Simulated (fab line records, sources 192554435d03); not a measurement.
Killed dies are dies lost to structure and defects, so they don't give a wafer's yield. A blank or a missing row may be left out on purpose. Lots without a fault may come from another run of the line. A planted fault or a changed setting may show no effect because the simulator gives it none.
Which tool did it? | flow n5_finfet | 15 lots, 45 wafers sampled, at 6 steps of a route of 1938

WHAT THE GAUGES READ, wafer by wafer
N5_BEOL_M10_CD_MEAS_18: pitch 140 nm, target cd 70 nm.
lot  | measured     | on        | cd_nm (nm)
L257 | day 10 03:46 | cd_sem-03 | 69.4 70.5 69.7
L258 | day 10 15:19 | cd_sem-01 | 69.4 70.2 69.7
L259 | day 10 22:37 | cd_sem-03 | 69.0 69.5 68.3
L260 | day 11 01:46 | cd_sem-02 | 69.4 70.2 70.7
L261 | day 11 02:45 | cd_sem-02 | 70.0 70.1 70.3
L265 | day 12 16:06 | cd_sem-03 | 68.7 70.4 70.1
L270 | day 13 20:53 | cd_sem-02 | 69.2 68.5 70.2
L269 | day 13 20:55 | cd_sem-03 | - - -
L272 | day 14 12:27 | cd_sem-03 | - - -
L271 | day 14 19:40 | cd_sem-01 | - - -
L273 | day 15 01:26 | cd_sem-03 | 70.2 70.7 70.0
L279 | day 16 12:26 | cd_sem-01 | 69.3 69.5 69.9
L275 | day 16 15:02 | cd_sem-03 | 70.3 70.8 71.3
L280 | day 16 18:10 | cd_sem-01 | 69.3 70.0 70.0
L277 | day 16 18:26 | cd_sem-03 | 69.1 70.1 69.9

WHICH TOOL RAN EACH LOT (tool, then ch and the chambers of the sampled wafers, then the start)
lot  | N5_BEOL_M9_ANNEAL_51             | N5_BEOL_M10_ILD_DEP_00          | N5_BEOL_M10_ETCH_61                | N5_BEOL_M10_ETCH_62                | N5_BEOL_M10_HM_OPEN_17
L257 | rtp_anneal-01 ch 0, day 10 01:04 | pecvd-01 ch 0,1,2, day 10 01:47 | rie_diel-04 ch 0,1,2, day 10 03:21 | rie_diel-04 ch 0,1,2, day 10 03:24 | rie_metal-03 ch 0,1, day 10 03:37
L258 | rtp_anneal-01 ch 0, day 10 11:34 | pecvd-01 ch 0,1,2, day 10 12:23 | rie_diel-01 ch 0,2, day 10 14:53   | rie_diel-01 ch 0,2, day 10 14:56   | rie_metal-01 ch 0,1, day 10 15:07
L259 | rtp_anneal-01 ch 0, day 10 18:59 | pecvd-02 ch 0,1,2, day 10 19:41 | rie_diel-02 ch 2,3, day 10 22:11   | rie_diel-02 ch 2,3, day 10 22:14   | rie_metal-01 ch 0,1, day 10 22:27
L260 | rtp_anneal-02 ch 0, day 10 21:09 | pecvd-04 ch 0,1, day 10 21:56   | rie_diel-02 ch 0,1,3, day 11 01:21 | rie_diel-02 ch 0,1,3, day 11 01:24 | rie_metal-01 ch 0,1, day 11 01:35
L261 | rtp_anneal-01 ch 0, day 10 23:29 | pecvd-04 ch 0,1, day 11 00:25   | rie_diel-04 ch 0,1, day 11 02:15   | rie_diel-04 ch 0,1, day 11 02:18   | rie_metal-03 ch 0,1, day 11 02:31
L265 | rtp_anneal-02 ch 0, day 12 13:38 | pecvd-04 ch 0,1,2, day 12 14:19 | rie_diel-04 ch 0,2,3, day 12 15:37 | rie_diel-04 ch 0,2,3, day 12 15:43 | rie_metal-01 ch 0,1, day 12 15:57
L270 | rtp_anneal-01 ch 0, day 13 16:14 | pecvd-01 ch 1,2, day 13 17:01   | rie_diel-04 ch 1,3, day 13 20:26   | rie_diel-04 ch 1,3, day 13 20:29   | rie_metal-03 ch 0,1, day 13 20:40
L269 | rtp_anneal-01 ch 0, day 13 16:30 | pecvd-02 ch 0,1,2, day 13 17:18 | rie_diel-01 ch 0,1,2, day 13 20:26 | rie_diel-01 ch 0,1,2, day 13 20:29 | rie_metal-01 ch 0,1, day 13 20:41
L272 | rtp_anneal-01 ch 0, day 14 07:45 | pecvd-04 ch 1,2, day 14 08:30   | rie_diel-02 ch 0,1,3, day 14 12:02 | rie_diel-02 ch 0,1,3, day 14 12:05 | rie_metal-03 ch 0,1, day 14 12:18
L271 | rtp_anneal-01 ch 0, day 14 12:44 | pecvd-01 ch 0,2, day 14 13:31   | rie_diel-02 ch 0,2,3, day 14 19:14 | rie_diel-02 ch 0,2,3, day 14 19:17 | rie_metal-02 ch 0,1, day 14 19:29
L273 | rtp_anneal-01 ch 0, day 14 20:49 | pecvd-01 ch 0,2, day 14 21:34   | rie_diel-01 ch 1,3, day 15 00:56   | rie_diel-01 ch 1,3, day 15 00:59   | rie_metal-02 ch 0,1, day 15 01:11
L279 | rtp_anneal-02 ch 0, day 16 09:14 | pecvd-04 ch 0,2, day 16 09:59   | rie_diel-02 ch 1,2,3, day 16 11:56 | rie_diel-02 ch 1,2,3, day 16 11:59 | rie_metal-02 ch 0,1, day 16 12:14
L275 | rtp_anneal-01 ch 0, day 16 11:44 | pecvd-04 ch 0,1,2, day 16 12:32 | rie_diel-01 ch 0,1,3, day 16 14:37 | rie_diel-01 ch 0,1,3, day 16 14:40 | rie_metal-03 ch 0,1, day 16 14:50
L280 | rtp_anneal-01 ch 0, day 16 14:23 | pecvd-02 ch 1,2, day 16 15:08   | rie_diel-02 ch 0,1,2, day 16 17:42 | rie_diel-02 ch 0,1,2, day 16 17:45 | rie_metal-01 ch 0,1, day 16 17:56
L277 | rtp_anneal-02 ch 0, day 16 15:23 | pecvd-01 ch 0,2, day 16 16:05   | rie_diel-02 ch 2,3, day 16 18:01   | rie_diel-02 ch 2,3, day 16 18:04   | rie_metal-01 ch 0,1, day 16 18:16
- N5_BEOL_M9_ANNEAL_51: time 90 s.
- N5_BEOL_M10_ILD_DEP_00: deposits SiCOH lowk from DEMS/porogen, target thk 308.51 nm, time 58 s.
- N5_BEOL_M10_ETCH_61: etches SiARC in CF4, target depth 39 nm, time 65 s.
- N5_BEOL_M10_ETCH_62: etches SOC in N2/H2, target depth 110 nm, overetch 22 nm, time 165 s.
- N5_BEOL_M10_HM_OPEN_17: chemistry Cl2/BCl3, target TiN, target depth 20 nm, overetch 6 nm.

WHAT THE TOOLS THEMSELVES READ (means of the sampled wafers that have a number; where no wafer has one, the mark that the record gives instead)
N5_BEOL_M9_ANNEAL_51.
lot  | tool          | wafer_temp_C_max
L257 | rtp_anneal-01 | 226.06
L258 | rtp_anneal-01 | 226.18
L259 | rtp_anneal-01 | 225.88
L260 | rtp_anneal-02 | 225.79
L261 | rtp_anneal-01 | 226.02
L265 | rtp_anneal-02 | 225.86
L270 | rtp_anneal-01 | 225.86
L269 | rtp_anneal-01 | 226.25
L272 | rtp_anneal-01 | 225.74
L271 | rtp_anneal-01 | 226.28
L273 | rtp_anneal-01 | 225.73
L279 | rtp_anneal-02 | 225.84
L275 | rtp_anneal-01 | 226.01
L280 | rtp_anneal-01 | 226.04
L277 | rtp_anneal-02 | 225.80

N5_BEOL_M10_ILD_DEP_00.
lot  | tool     | heater_power_w (W) | showerhead_plenum_p_Torr (Torr) | throttle_valve_pct (%)
L257 | pecvd-01 | 318                | 5.740                           | 13.7
L258 | pecvd-01 | 336                | 5.737                           | 13.7
L259 | pecvd-02 | 244                | 5.735                           | 13.6
L260 | pecvd-04 | 326                | 5.750                           | 13.5
L261 | pecvd-04 | 330                | 5.760                           | 13.4
L265 | pecvd-04 | 320                | 5.750                           | 13.5
L270 | pecvd-01 | 370                | 5.736                           | 14.2
L269 | pecvd-02 | 262                | 5.753                           | 13.6
L272 | pecvd-04 | 325                | 5.755                           | 13.8
L271 | pecvd-01 | 279                | 5.754                           | 13.3
L273 | pecvd-01 | 293                | 5.753                           | 13.5
L279 | pecvd-04 | 298                | 5.756                           | 13.2
L275 | pecvd-04 | 308                | 5.752                           | 13.5
L280 | pecvd-02 | 261                | 5.735                           | 13.1
L277 | pecvd-01 | 285                | 5.741                           | 13.3

N5_BEOL_M10_ETCH_61.
lot  | tool        | bias_w (W) | cf4_flow_sccm (sccm) | drypump_motor_current_A (A) | etch_rf_on_time_s (s) | oes_product_au (a.u.) | rf_vpp_V (V) | showerhead_plenum_p_Torr (Torr) | throttle_valve_pct (%)
L257 | rie_diel-04 | 36.00      | 100.0                | 5.4                         | 64.6                  | 0.70                  | 183.9        | 2.11                            | 15.53
L258 | rie_diel-01 | 35.94      | 99.9                 | 6.0                         | 63.5                  | 0.68                  | 184.0        | 2.11                            | 15.66
L259 | rie_diel-02 | 36.06      | 99.8                 | 5.8                         | 63.6                  | 0.70                  | 184.2        | 2.14                            | 15.60
L260 | rie_diel-02 | 36.06      | 99.9                 | 5.7                         | 65.3                  | 0.61                  | 183.4        | 2.14                            | 15.65
L261 | rie_diel-04 | 35.90      | 100.2                | 5.6                         | 65.0                  | 0.66                  | 183.1        | 2.07                            | 15.63
L265 | rie_diel-04 | 36.06      | 99.6                 | 5.4                         | 65.5                  | 0.69                  | 184.3        | 2.14                            | 15.56
L270 | rie_diel-04 | 36.05      | 100.2                | 5.4                         | 66.0                  | 0.64                  | 183.0        | 2.09                            | 15.67
L269 | rie_diel-01 | 35.97      | 99.7                 | 5.6                         | 64.2                  | 0.67                  | 183.7        | 2.16                            | 15.61
L272 | rie_diel-02 | 35.84      | 100.0                | 5.8                         | 66.7                  | 0.59                  | 183.9        | 2.13                            | 15.69
L271 | rie_diel-02 | 36.03      | 100.1                | 5.6                         | 64.6                  | 0.63                  | 183.6        | 2.14                            | 15.68
L273 | rie_diel-01 | 36.00      | 99.9                 | 5.8                         | 65.7                  | 0.65                  | 183.9        | 2.12                            | 15.58
L279 | rie_diel-02 | 36.00      | 100.1                | 5.9                         | 65.5                  | 0.62                  | 184.3        | 2.11                            | 15.70
L275 | rie_diel-01 | 36.13      | 100.1                | 5.8                         | 65.5                  | 0.65                  | 184.0        | 2.12                            | 15.65
L280 | rie_diel-02 | 35.91      | 99.8                 | 5.7                         | 64.6                  | 0.71                  | 183.2        | 2.08                            | 15.70
L277 | rie_diel-02 | 35.91      | 99.8                 | 5.8                         | 65.2                  | 0.66                  | 183.3        | 2.12                            | 15.69

N5_BEOL_M10_ETCH_62.
lot  | tool        | bias_w (W) | chamber_pressure_mTorr (mTorr) | drypump_motor_current_A (A) | n2_flow_sccm (sccm) | oes_product_au (a.u.) | rf_vpp_V (V) | showerhead_plenum_p_Torr (Torr) | throttle_valve_pct (%)
L257 | rie_diel-04 | 149.5      | 30.027                         | 5.4                         | 200.0               | 0.69                  | 523.1        | 2.50                            | 17.77
L258 | rie_diel-01 | 149.8      | 30.018                         | 6.0                         | 200.1               | 0.67                  | 522.1        | 2.49                            | 17.79
L259 | rie_diel-02 | 150.0      | 30.027                         | 5.8                         | 200.2               | 0.68                  | 523.6        | 2.54                            | 17.99
L260 | rie_diel-02 | 149.8      | 29.978                         | 5.7                         | 200.2               | 0.62                  | 523.6        | 2.53                            | 17.79
L261 | rie_diel-04 | 150.2      | 29.982                         | 5.6                         | 199.7               | 0.66                  | 520.8        | 2.45                            | 18.00
L265 | rie_diel-04 | 149.6      | 29.992                         | 5.4                         | 199.9               | 0.70                  | 523.6        | 2.53                            | 17.65
L270 | rie_diel-04 | 150.0      | 29.991                         | 5.4                         | 199.7               | 0.64                  | 522.5        | 2.48                            | 17.99
L269 | rie_diel-01 | -          | -                              | -                           | -                   | -                     | -            | -                               | -
L272 | rie_diel-02 | -          | -                              | -                           | -                   | -                     | -            | -                               | -
L271 | rie_diel-02 | -          | -                              | -                           | -                   | -                     | -            | -                               | -
L273 | rie_diel-01 | 150.2      | 29.992                         | 5.8                         | 199.7               | 0.65                  | 523.2        | 2.51                            | 17.77
L279 | rie_diel-02 | 150.5      | 30.024                         | 5.9                         | 200.4               | 0.63                  | 522.7        | 2.50                            | 17.93
L275 | rie_diel-01 | 149.8      | 30.019                         | 5.8                         | 200.2               | 0.65                  | 523.2        | 2.51                            | 17.77
L280 | rie_diel-02 | 149.5      | 29.977                         | 5.7                         | 200.3               | 0.70                  | 521.2        | 2.46                            | 17.97
L277 | rie_diel-02 | 150.0      | 29.977                         | 5.8                         | 199.9               | 0.65                  | 523.0        | 2.52                            | 18.07

N5_BEOL_M10_HM_OPEN_17.
lot  | tool         | bias_w (W) | drypump_motor_current_A (A) | oes_product_au (a.u.) | throttle_valve_pct (%)
L257 | rie_metal-03 | 125.9      | 5.4                         | 0.73                  | 22.17
L258 | rie_metal-01 | 126.5      | 6.1                         | 0.66                  | 22.02
L259 | rie_metal-01 | 125.8      | 5.9                         | 0.66                  | 22.13
L260 | rie_metal-01 | 125.9      | 6.2                         | 0.65                  | 22.04
L261 | rie_metal-03 | 126.0      | 5.4                         | 0.72                  | 22.18
L265 | rie_metal-01 | 126.0      | 5.9                         | 0.65                  | 22.14
L270 | rie_metal-03 | 125.7      | 5.4                         | 0.69                  | 22.11
L269 | rie_metal-01 | 126.1      | 5.9                         | 0.28                  | 22.80
L272 | rie_metal-03 | 125.9      | 5.4                         | 0.30                  | 22.78
L271 | rie_metal-02 | 126.0      | 6.0                         | 0.35                  | 22.73
L273 | rie_metal-02 | 126.1      | 6.1                         | 0.79                  | 22.00
L279 | rie_metal-02 | 125.9      | 6.0                         | 0.78                  | 22.08
L275 | rie_metal-03 | 125.9      | 5.4                         | 0.69                  | 22.20
L280 | rie_metal-01 | 126.3      | 6.1                         | 0.63                  | 22.05
L277 | rie_metal-01 | 125.9      | 6.1                         | 0.62                  | 22.08

THE ANSWER, worked out from the rows above alone
Rule: what is usual is taken from the lots themselves. Put in order of their means at a reading, lots are off if they are a third of the lots or fewer, leave a main group of 4 or more, and stand apart from it by a gap of 3 or more times the standard deviation of the main group's means; of several such gaps the widest counts. A main group whose means are all the same, to the digits that the tables above print for the reading, isn't used. A lot without any number at a reading at which 4 lots or more have one is off too. The other lots that the step has rows for count as sound. The gauges are gone through in route order, then the tools' own readings, and for those a lot's mean is taken as printed above. The first step at which some lot is off is used, and at that step the reading that is off furthest; a lot without a number counts as furthest.
Off: L269, L272, L271, at N5_BEOL_M10_CD_MEAS_18 (cd_nm). Without a number there: L269, L272, L271. The main group: mean 69.8 nm, standard deviation 0.46.
A tool fits if, at a process step before that reading, it ran every lot that is off, and no sound lot after the first of them. The gauges at N5_BEOL_M10_CD_MEAS_18 aren't tried: what is off there is off at N5_BEOL_M10_ETCH_62 too, on other tools, and a gauge's error can't cause that. None of those tried fits.

WHAT THE SIMULATOR HAD PUT IN
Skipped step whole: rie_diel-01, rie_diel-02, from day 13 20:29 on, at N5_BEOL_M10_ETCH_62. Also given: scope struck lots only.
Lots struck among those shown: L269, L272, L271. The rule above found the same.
